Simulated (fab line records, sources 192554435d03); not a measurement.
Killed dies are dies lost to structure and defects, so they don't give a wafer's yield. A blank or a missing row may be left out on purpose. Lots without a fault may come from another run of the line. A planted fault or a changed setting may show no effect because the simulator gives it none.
Which tool did it? | flow n5_finfet | 6 lots, 18 wafers sampled, at 4 steps of a route of 1938

WHAT THE GAUGES READ, wafer by wafer
N5_BEOL_M9_INSPECT_30: inspects for defects (brightfield).
lot  | measured     | on                | raw_defect_count
L268 | day 12 14:19 | defect_inspect-02 | 409 531 461
L274 | day 14 08:35 | defect_inspect-01 | 410 323 260
L280 | day 15 14:22 | defect_inspect-02 | 648 552 613
L281 | day 15 16:54 | defect_inspect-02 | 297 360 456
L284 | day 16 14:11 | defect_inspect-02 | 398 441 451
L286 | day 16 22:45 | defect_inspect-02 | 287 341 530

WHICH TOOL RAN EACH LOT (tool, then ch and the chambers of the sampled wafers, then the start)
lot  | N5_BEOL_M9_CURE_71            | N5_BEOL_M9_STRIP_19                | N5_BEOL_M9_COAT_63
L268 | uv_cure-02 ch 1, day 12 10:27 | rie_diel-02 ch 0,2,3, day 12 12:53 | litho_track-03 ch 0, day 12 13:48
L274 | uv_cure-03 ch 2, day 14 03:28 | rie_diel-05 ch 1,3, day 14 06:46   | litho_track-03 ch 0, day 14 08:07
L280 | uv_cure-03 ch 2, day 15 06:31 | rie_diel-01 ch 1,2,3, day 15 10:37 | litho_track-01 ch 0, day 15 13:53
L281 | uv_cure-01 ch 2, day 15 12:27 | rie_diel-05 ch 0,1, day 15 16:13   | litho_track-01 ch 0, day 15 16:25
L284 | uv_cure-01 ch 0, day 16 11:46 | rie_diel-05 ch 0,2, day 16 13:17   | litho_track-05 ch 0, day 16 13:43
L286 | uv_cure-01 ch 2, day 16 18:23 | rie_diel-05 ch 0,1,3, day 16 20:47 | litho_track-01 ch 0, day 16 22:23
- N5_BEOL_M9_CURE_71: cures SiCOH lowk, time 240 s.
- N5_BEOL_M9_STRIP_19: strips in O2.
- N5_BEOL_M9_COAT_63: time 60 s, resist thk 60 nm.

THE ANSWER, worked out from the rows above alone
Rule: what is usual is taken from the lots themselves. Put in order of their means at a reading, lots are off if they are a third of the lots or fewer, leave a main group of 4 or more, and stand apart from it by a gap of 3 or more times the standard deviation of the main group's means; of several such gaps the widest counts. A main group whose means are all the same, to the digits that the tables above print for the reading, isn't used. A lot without any number at a reading at which 4 lots or more have one is off too. The other lots that the step has rows for count as sound.
No lot is off at any reading shown: from this, nothing can be told.

WHAT THE SIMULATOR HAD PUT IN
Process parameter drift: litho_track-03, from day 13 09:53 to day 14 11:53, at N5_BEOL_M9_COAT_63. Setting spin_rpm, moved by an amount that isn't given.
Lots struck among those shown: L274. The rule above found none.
